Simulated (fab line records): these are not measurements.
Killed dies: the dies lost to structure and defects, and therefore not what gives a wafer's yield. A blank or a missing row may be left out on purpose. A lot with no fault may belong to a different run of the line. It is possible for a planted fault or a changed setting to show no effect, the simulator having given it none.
Comparing a struck lot with a sound one    flow n5 finfet    38 steps out of a route of 1938
Sound: the wafers L310.1, L310.2, L310.3. Struck: wafer L304.2 (L304.3, L304.4, from the same lot, were not struck and are left out); the cause is given at the end.
Per side, at each step with rows, come the tool, then ch with its chambers, and then its first start. Under that, the readings that differ: sound wafers    struck wafers    difference of the means    sigmas: that difference in standard deviations of wafers without a fault.
alike: words and numbers the same on both sides, and readings whose means are apart by under 2 such deviations; not compared: readings that were withheld, readings missing a value for some wafer, numbers with overlapping values and no deviation given by the record, and bounds like >300 which may hide the same value.
The two part at a step that has a row with sigmas, a row that says differs or no value, or rows on one side only. Numbers that have no deviation but don't overlap get no sigmas and don't part them. A reading missing from all wafers of one side parts the sides only when that side holds two or more wafers.

first, 9 steps without rows for these wafers: N5_BEOL_M1_ANNEAL_95 (time 240 s); N5_BEOL_M1_SPUTTER_96 (material Cu, target thk 4.5 nm, time 8.29 s); N5_BEOL_M1_ECD_50 (material Cu, target thk 300 nm); N5_BEOL_M1_ANNEAL_51 (time 90 s); N5_BEOL_M1_CMP_52 (polishes, stops on SiOC, t overpolish 6.8 s, target thk 40 nm); N5_BEOL_M1_PRE_CLEAN_60 (time 15 s); N5_BEOL_M1_CO_CAP_55 (material Co, precursor CCTBA/H2, target thk 2 nm, time 102.1 s); N5_BEOL_M1_PRE_CLEAN_56 (time 15 s); N5_BEOL_M1_DEP_57 (deposits SiCN from 3MS/NH3, target thk 8 nm, time 14 s).
N5_BEOL_M2_ILD_DEP_00: deposits SiOC from DEMS/O2, target thk 79 nm, time 15.3 s.
  sound on pecvd-03 ch 0,1,2, day 12 11:31; struck on pecvd-02 ch 2, day 10 22:41
reading                                       sound         struck  difference  sigmas
model.SiOC_of_BEOL_M2_ILD_DEP_00.thk nm (nm)  79.6 77.8 78  90      +12         
  alike: heater power w, showerhead plenum p Torr, throttle valve pct
N5_BEOL_M2_THK_MEAS_01:
  sound on film metro-01 at day 12 11:35; struck on film metro-01 at day 10 22:45
reading          sound           struck  difference  sigmas
M2_ILD_THK (nm)  79.6 77.9 78.1  90.0    +11.5       +10
then, 24 steps without rows for these wafers: N5_BEOL_M2_PECVD_72 (deposits SiO2 from TEOS/O2, target thk 16 nm, time 18 s); N5_BEOL_M2_HM_DEP_02 (deposits TiN, target thk 20 nm); N5_BEOL_M2_COAT_61 (time 60 s, resist thk 60 nm); N5_BEOL_M2_COAT_62 (time 60 s, resist thk 12 nm); N5_BEOL_M2_COAT_73 (time 60 s, resist thk 5 nm); N5_BEOL_M2_COAT_05 (resist thk 30 nm); N5_BEOL_M2_EBR_07; N5_BEOL_M2_SOFTBAKE_06 (time 60 s); N5_BEOL_M2_EXPOSE_08 (exposes mask M2); N5_BEOL_M2_PEB_09 (peb time 60 s); N5_BEOL_M2_DEVELOP_10 (develop time 30 s); N5_BEOL_M2_DESCUM_16 (chemistry O2, time 7 s); N5_BEOL_M2_ETCH_74 (etches underlayer in N2/H2, target depth 6.5 nm, time 5.2 s); N5_BEOL_M2_ETCH_63 (etches SiARC in CF4, target depth 15.6 nm, time 26 s); N5_BEOL_M2_ETCH_64 (etches SOC in N2/H2, target depth 75 nm, overetch 22.5 nm, time 121.9 s); N5_BEOL_M2_STRIP_65 (strips in N2/H2); N5_BEOL_M2_STRIP_75 (strips in N2/H2); N5_BEOL_M2_STRIP_66 (strips in CF4); N5_BEOL_M2_HM_OPEN_17 (chemistry Cl2/BCl3, target TiN, target depth 20 nm, overetch 6 nm); N5_BEOL_M2_STRIP_19 (strips in O2); N5_BEOL_M2_COAT_67 (time 60 s, resist thk 60 nm); N5_BEOL_M2_COAT_68 (time 60 s, resist thk 12 nm); N5_BEOL_M2_COAT_76 (time 60 s, resist thk 5 nm); N5_BEOL_M2_COAT_22 (resist thk 30 nm).
N5_BEOL_M2_CMP_52: polishes, stops on SiOC, t overpolish 6.8 s, target thk 40 nm.
  sound on cmp-02 ch 0,1,3, day 12 19:54; struck on cmp-02 ch 0, day 11 10:16
reading                                       sound         struck  difference  sigmas
model.SiOC_of_BEOL_M2_ILD_DEP_00.thk nm (nm)  76.6 74.8 75  87      +12         
  alike: motor current A
N5_BEOL_M4_RC_MEAS_101:
  sound on prober-01 ch 0, day 14 00:56; struck on prober-01 ch 0, day 12 17:48
  alike: DIBL_N, DIBL_P, IOFF_N, IOFF_P, ION_N, ION_P, SS_N, SS_P, VT_N, VT_P
-- here the record skips 5 days between the struck wafers' starts before and after, leaving off in module BEOL_M4 and picking up in module PASSIVATION (first step shown: number 1936 of the route) --
N5_PASSIVATION_PROBE_49:
  the record has rows for the struck wafers here (prober-02, day 17 13:47) and none for the sound ones

WHERE THEY PART
At N5_BEOL_M2_THK_MEAS_01 first; at N5_PASSIVATION_PROBE_49 last (within this record only).

WHY: the cause the simulator had injected
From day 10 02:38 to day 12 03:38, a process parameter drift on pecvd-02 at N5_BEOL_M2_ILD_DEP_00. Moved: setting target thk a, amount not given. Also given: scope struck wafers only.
